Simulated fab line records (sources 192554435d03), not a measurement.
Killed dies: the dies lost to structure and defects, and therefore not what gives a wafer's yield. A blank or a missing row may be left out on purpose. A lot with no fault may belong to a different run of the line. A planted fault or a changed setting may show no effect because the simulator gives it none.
Chamber matching -- flow n5-finfet -- N5_BEOL_M9_ETCH_62 on rie-diel-04: 4 sister chambers
The step etches SOC in N2/H2, target depth 110 nm, overetch 22 nm, time 165 s. 18 wafers are shown with their chamber, then 9 later ones without.

EACH WAFER AND ITS CHAMBER
wafer,chamber,showerhead-plenum-p-Torr (Torr),oes-product-au (a.u.),drypump-motor-current-A (A)
L077.4,2,2.60,0.81,6.0
L077.5,2,2.60,0.81,6.1
L077.6,3,2.34,0.66,5.6
L079.1,1,2.60,0.62,6.2
L079.2,2,2.60,0.80,6.1
L079.3,3,2.34,0.65,5.6
L083.1,1,2.60,0.61,6.2
L083.3,0,2.41,0.62,5.5
L083.4,2,2.60,0.79,6.1
L082.1,2,2.60,0.78,6.0
L082.4,3,2.33,0.64,5.6
L082.6,2,2.60,0.77,6.1
L085.1,1,2.60,0.61,6.2
L085.2,0,2.41,0.62,5.4
L085.3,2,2.59,0.76,6.0
L089.2,3,2.33,0.63,5.7
L089.4,1,2.59,0.61,6.2
L089.5,3,2.33,0.64,5.7

SIGNATURES (means of the wafers above)
reading,chamber 0,chamber 1,chamber 2,chamber 3,scatter within a chamber
showerhead-plenum-p-Torr,2.4100,2.5975,2.5986,2.3340,0.00448
oes-product-au,0.6200,0.6125,0.7886,0.6440,0.0143
drypump-motor-current-A,5.450,6.200,6.057,5.640,0.0494
Rule: a wafer lies at a distance from a chamber equal to the root of the sum of squares, over the readings, of (its reading less the chamber's mean, divided by the reading's scatter). The wafer belongs to the nearest chamber; if the next one is less than 2 further off, it can't be placed. The scatter: take each reading less its chamber's mean, square it, sum over the shown wafers, divide by the number of wafers less the number of chambers, and take the root.

WAFERS WHOSE CHAMBER IS MISSING
wafer,showerhead-plenum-p-Torr (Torr),oes-product-au (a.u.),drypump-motor-current-A (A)
L090.1,2.33,0.64,5.7
L090.2,2.59,0.76,6.0
L090.3,2.40,0.62,5.4
L091.1,2.59,0.61,6.2
L091.5,2.40,0.62,5.4
L091.6,2.33,0.63,5.7
L097.2,2.40,0.60,5.4
L097.5,2.58,0.72,6.1
L097.6,2.32,0.62,5.7

WHICH CHAMBER EACH ONE RAN IN
wafer,from the rows above,in truth
L090.1,3,3
L090.2,2,2
L090.3,0,0
L091.1,1,1
L091.5,0,0
L091.6,3,3
L097.2,0,0
L097.5,2,2
L097.6,3,3
Correctly placed: 9 of 9. Left unplaced by these rows: 0. Wrongly placed: 0.
